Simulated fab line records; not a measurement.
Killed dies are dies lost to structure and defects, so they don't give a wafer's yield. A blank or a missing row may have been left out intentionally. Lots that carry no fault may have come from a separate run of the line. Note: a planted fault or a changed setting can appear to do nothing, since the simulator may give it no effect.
Comparing a struck lot with a sound one :: flow n5Finfet :: 15 steps out of a route of 1938
Sound: these wafers, L815.1, L815.3, L815.4. Struck: wafer L809.6 (left out: L809.2, a lot-mate that was not struck); the cause follows at the end.
Per side, at each step with rows, come the tool, then ch with its chambers, and then its first start. Under that, the readings that differ: sound wafers :: struck wafers :: difference of the means :: sigmas: that difference in standard deviations of wafers without a fault.
alike: words and numbers the same on both sides, and readings whose means are apart by under 2 such deviations; not compared: readings that were withheld, readings missing a value for some wafer, numbers with overlapping values and no deviation given by the record, and bounds like >300 which may hide the same value.
The two part at a step that has a row with sigmas, a row that says differs or no value, or rows on one side only. Numbers that don't overlap but have no deviation are shown without sigmas and don't part them. A reading that every wafer of one side lacks parts them only if that side has two wafers or more.

first, 3 steps without rows for these wafers: N5_BEOL_M15_SPUTTER_45 (material Cu, target thk 100 nm, time 16.67 s); N5_BEOL_M15_ECD_47 (material Cu, target thk 1860 nm); N5_BEOL_M15_ANNEAL_48 (time 90 s).
N5_BEOL_M15_CMP_49: polishes, stops on SiO2, t overpolish 4.9 s, target thk 850 nm.
  sound on cmp-03 ch 0,1,2, day 17 03:51; struck on cmp-01 ch 3, day 16 13:27
  alike: barrierFieldEndpointS, motorCurrentA, overpolishRunS
N5_BEOL_M15_THK_MEAS_50: measures by xrf.
  sound on filmMetro-02 at day 17 04:07; struck on filmMetro-02 at day 16 13:40
  alike: M15_THK
then, 1 step without rows for these wafers: N5_BEOL_M15_PRE_CLEAN_52 (time 15 s).
N5_BEOL_M15_DEP_53: deposits SiCN from 3MS/NH3, target thk 50 nm, time 17.8 s.
  sound on pecvd-02 ch 0,1, day 17 04:10; struck on pecvd-02 ch 1, day 16 13:44
  alike: showerheadPlenumPTorr, throttleValvePct
N5_BEOL_M15_RS_MEAS_54: measurement is done with a four-point probe.
  sound on filmMetro-01 at day 17 04:14; struck on filmMetro-02 at day 16 13:48
  alike: M15_RS
N5_BEOL_M15_INSPECT_55: inspects for defects (darkfield).
  sound on defectInspect-01 at day 17 04:16; struck on defectInspect-02 at day 16 13:49
  alike: rawDefectCount
N5_BEOL_M15_RC_MEAS_101:
  sound on prober-01 ch 0, day 17 04:17; struck on prober-02 ch 0, day 16 14:00
reading: COMB_M10 (S/m)
sound: 1e-11 1e-11 1.1e-11
struck: 1.8e-11
difference: +7.7e-12
sigmas: +2

reading: COMB_M12 (S/m)
sound: 3.7e-12 3.3e-12 4.8e-12
struck: 1.11e-11
difference: +7.17e-12
sigmas: +4

reading: COMB_M12_max_site (S/m)
sound: 7.2e-12 5.6e-12 7.3e-12
struck: 1.55e-11
difference: +8.80e-12
sigmas: +4

reading: COMB_M8 (S/m)
sound: 3.6e-11 3.5e-11 2.3e-11
struck: 2.1e-11
difference: -1.0e-11
sigmas: -2

reading: SERP_M10 (ohm/um)
sound: 3.15 2.83 3.05
struck: 3.38
difference: +0.37
sigmas: +3
  alike: COMB_M11, COMB_M13, COMB_M14, COMB_M14_max_site, COMB_M15, COMB_M5, COMB_M5_max_site, COMB_M6, COMB_M7, COMB_M9, SERP_M11, SERP_M12, SERP_M13, SERP_M14, SERP_M14_max_site, SERP_M5, SERP_M6, SERP_M7, SERP_M8, SERP_M9
N5_PASSIVATION_PECVD_00: deposits SiO2 from SiH4/N2O, target thk 200 nm, time 11.2 s.
  sound on pecvd-01 ch 0,2, day 17 05:15; struck on pecvd-03 ch 0, day 16 14:49
  alike: heaterPowerW, showerheadPlenumPTorr, throttleValvePct
N5_MIM_BOT_DEGAS_01: time 60 s.
  sound on pvdSputter-03 at day 17 08:20; struck on pvdSputter-02 at day 16 16:04
  alike: heaterPowerW
N5_MIM_BOT_SPUTTER_00: material TiN, target thk 35 nm, time 89.7 s.
  sound on pvdSputter-03 at day 17 08:23; struck on pvdSputter-02 at day 16 16:07
reading: model.TiN_of_MIM_BOT_SPUTTER_00.thkNm (nm)
sound: 34.4 34.8 34.6
struck: 10.4
difference: -24.2
sigmas: 
  alike: throttleValvePct
N5_MIM_TOP_ALD_00: deposits Al2O3, purge time 3 s, co reactant pulse time 3 s.
  sound on aldHk-02 ch 0,1,3, day 17 08:29; struck on aldHk-02 ch 0, day 16 16:13
  alike: precursorPulseHeightRel
N5_PASSIVATION_PROBE_49:
  sound on prober-01 at day 17 23:57; struck on prober-02 at day 17 04:17
reading: killedAtFrontEnd
sound: 52 50 62
struck: 16
difference: -39
sigmas: -3

reading: killedOpen
sound: 74 75 79
struck: 50
difference: -26
sigmas: -2
  alike: defectLimitedYield, killed_at_M0_to_M3, killed_at_M4_up, killedAtContacts, killedAtOther, killedDies, killedShort, sort_bin_4_leakage, sort_bin_5_function, sort_bin_6_memory, sort_bin_8_speed, sortNPass, sortYieldPct

== WHERE THEY PART ==
Last at N5_PASSIVATION_PROBE_49 as far as this record goes, first at N5_BEOL_M15_RC_MEAS_101.

WHY: whatever the simulator had introduced
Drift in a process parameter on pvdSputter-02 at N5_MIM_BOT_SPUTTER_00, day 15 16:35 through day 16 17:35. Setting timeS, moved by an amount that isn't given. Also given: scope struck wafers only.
